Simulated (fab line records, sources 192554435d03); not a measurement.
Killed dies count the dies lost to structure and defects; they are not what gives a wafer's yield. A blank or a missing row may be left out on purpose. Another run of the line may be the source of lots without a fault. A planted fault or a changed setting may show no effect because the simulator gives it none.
A struck lot beside a sound one | flow n5 finfet | 34 steps out of a route of 1938
Sound: the wafers L449.1, L449.3, L449.6. Struck: wafer L464.5 (L464.2, L464.4, from the same lot, were not struck and are left out); the cause is given at the end.
Order at every step that has rows: each side's tool, ch and its chambers, its first start. Under that, the readings that differ: sound wafers | struck wafers | difference of the means | sigmas: that difference in standard deviations of wafers without a fault.
alike: readings with means less than 2 such deviations apart, plus words and numbers identical on both sides. not compared: withheld readings, readings lacking a value on some wafer, bounds such as >300 that could conceal the same value, and numbers that have no deviation in the record and whose values overlap.
A row with sigmas, a row that says differs or no value, or rows on one side alone: a step with any of these is where the two part. Non-overlapping numbers with no deviation appear without sigmas and do not part them. A reading that every wafer of one side lacks parts them only if that side has two wafers or more.

first, 10 steps without rows for these wafers: N5_BEOL_M8_STRIP_36 (strips in N2/H2); N5_BEOL_M8_TRENCH_ETCH_37 (etches SiCOH lowk in C4F6/O2, target depth 93.478 nm, time 31.2 s); N5_BEOL_M8_ETCH_41 (etches SiCN in CH3F/O2, target depth 31.9 nm, time 57.8 s); N5_BEOL_M8_STRIP_80 (strips in N2/H2, time 10 s); N5_BEOL_M8_HM_STRIP_39 (strips TiN in peroxide tin strip, target depth 25 nm, time 158 s); N5_BEOL_M8_SRD_40 (time 30 s); N5_BEOL_M8_PRECLEAN_42 (cleans in residue remover, time 60 s); N5_BEOL_M8_SRD_43 (time 30 s); N5_BEOL_M8_CURE_75 (cures SiCOH lowk, time 120 s); N5_BEOL_M8_DEGAS_44 (time 60 s).
N5_BEOL_M8_PRE_CLEAN_45: time 30 s.
  sound: pvd sputter-02 at day 9 18:51; struck: pvd sputter-02 at day 14 12:43
  alike: heater power w
then, 22 steps without rows for these wafers: N5_BEOL_M8_ALD_77 (deposits TaN, target thk 2 nm, pulse time 2 s, purge time 3 s); N5_BEOL_M8_SURFACE_TREAT_79; N5_BEOL_M8_CVD_78 (deposits Co from CCTBA/H2, target thk 2 nm, time 142.3 s); N5_BEOL_M8_SPUTTER_48 (material Cu, target thk 10 nm, time 1.667 s); N5_BEOL_M8_ECD_50 (material Cu, target thk 300 nm); N5_BEOL_M8_ANNEAL_51 (time 90 s); N5_BEOL_M8_CMP_52 (polishes, stops on SiCOH lowk, t overpolish 6.9 s, target thk 80 nm); N5_BEOL_M8_PRE_CLEAN_55 (time 15 s); N5_BEOL_M8_DEP_56 (deposits SiCN from 3MS/NH3, target thk 10 nm, time 17.5 s); N5_BEOL_M9_ILD_DEP_00 (deposits SiCOH lowk from DEMS/porogen, target thk 308.51 nm, time 58 s); N5_BEOL_M9_CURE_71 (cures SiCOH lowk, time 240 s); N5_BEOL_M9_PECVD_70 (deposits SiO2 from TEOS/O2, target thk 20 nm, time 22.7 s); N5_BEOL_M9_HM_DEP_02 (deposits TiN, target thk 20 nm); N5_BEOL_M9_COAT_59 (time 60 s, resist thk 100 nm); N5_BEOL_M9_COAT_60 (time 60 s, resist thk 30 nm); N5_BEOL_M9_COAT_05 (resist thk 90 nm); N5_BEOL_M9_EBR_07; N5_BEOL_M9_SOFTBAKE_06 (time 60 s); N5_BEOL_M9_EXPOSE_08 (exposes mask M9); N5_BEOL_M9_PEB_09 (peb time 60 s); N5_BEOL_M9_DEVELOP_10 (develop time 30 s); N5_BEOL_M9_DESCUM_16 (chemistry O2, time 7.9 s).
-- a jump in the record: the struck wafers' starts before and after are 3 days apart (it breaks off in module BEOL_M9 and resumes in module PASSIVATION, where the first step shown is number 1936 of the route) --
N5_PASSIVATION_PROBE_49:
  record: rows for the struck wafers here (prober-01, day 17 15:09), none for the sound ones

WHERE THEY PART
Only at N5_PASSIVATION_PROBE_49, as far as this record shows.

WHY: what the simulator had put in
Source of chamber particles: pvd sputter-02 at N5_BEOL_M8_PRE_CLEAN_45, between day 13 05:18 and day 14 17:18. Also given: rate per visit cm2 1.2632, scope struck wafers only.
